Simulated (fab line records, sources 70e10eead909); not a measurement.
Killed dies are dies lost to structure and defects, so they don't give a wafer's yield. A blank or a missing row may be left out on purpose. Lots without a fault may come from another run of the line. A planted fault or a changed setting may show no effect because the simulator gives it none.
Chamber matching | flow nand_harc | NHARC_P_ZERO_WELL_ETCH_65 on rie_diel-08: 4 sister chambers
The step etches the open film in N2/H2, target depth 80 nm, overetch 24 nm, time 87.88 s. 8 wafers are shown with their chamber, then 8 later ones without.

WAFERS WITH THEIR CHAMBER
wafer  | chamber | rf_vpp_V (V) | oes_product_au (a.u.)
L077.3 | 0       | 427.9        | 0.995
L078.4 | 0       | 426.1        | 0.994
L078.5 | 1       | 427.3        | 1.025
L080.1 | 3       | 430.8        | 0.997
L080.2 | 1       | 427.8        | 1.021
L084.5 | 3       | 430.8        | 0.994
L084.6 | 2       | 427.6        | 0.991
L088.3 | 2       | 428.2        | 0.998

WAFERS WITHOUT THEIR CHAMBER
wafer  | rf_vpp_V (V) | oes_product_au (a.u.)
L088.5 | 428.9        | 1.000
L088.6 | 429.5        | 1.005
L090.1 | 428.4        | 1.016
L090.4 | 429.5        | 1.006
L090.5 | 429.1        | 1.006
L097.1 | 430.5        | 0.987
L097.2 | 428.5        | 1.006
L097.3 | 428.7        | 0.996

WHICH CHAMBER EACH WENT THROUGH
wafer  | from the rows above               | in truth
L088.5 | can't be placed: 2 or 3 or 0      | 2
L088.6 | can't be placed: 3 or 2 or 0      | 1
L090.1 | 1                                 | 1
L090.4 | can't be placed: 3 or 2 or 0      | 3
L090.5 | can't be placed: 2 or 3 or 0 or 1 | 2
L097.1 | can't be placed: 3 or 2           | 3
L097.2 | can't be placed: 2 or 0 or 3 or 1 | 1
L097.3 | can't be placed: 2 or 0 or 3      | 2
Placed correctly: 1 of 8. Can't be placed from these rows: 7 (the true chamber is among the candidates in 6). Placed wrongly: 0.
How it was worked out, from the rows above alone: a wafer's distance from a chamber is the root of the sum, over the readings, of the square of ((its reading less the chamber's mean) divided by the reading's scatter). The wafer belongs to the nearest chamber; if the next one is less than 2 further off, it can't be placed. A chamber's mean is the mean of its shown wafers. The scatter: the root of (the sum of the squares of (reading less its chamber's mean) over the shown wafers, divided by (wafers less chambers)).
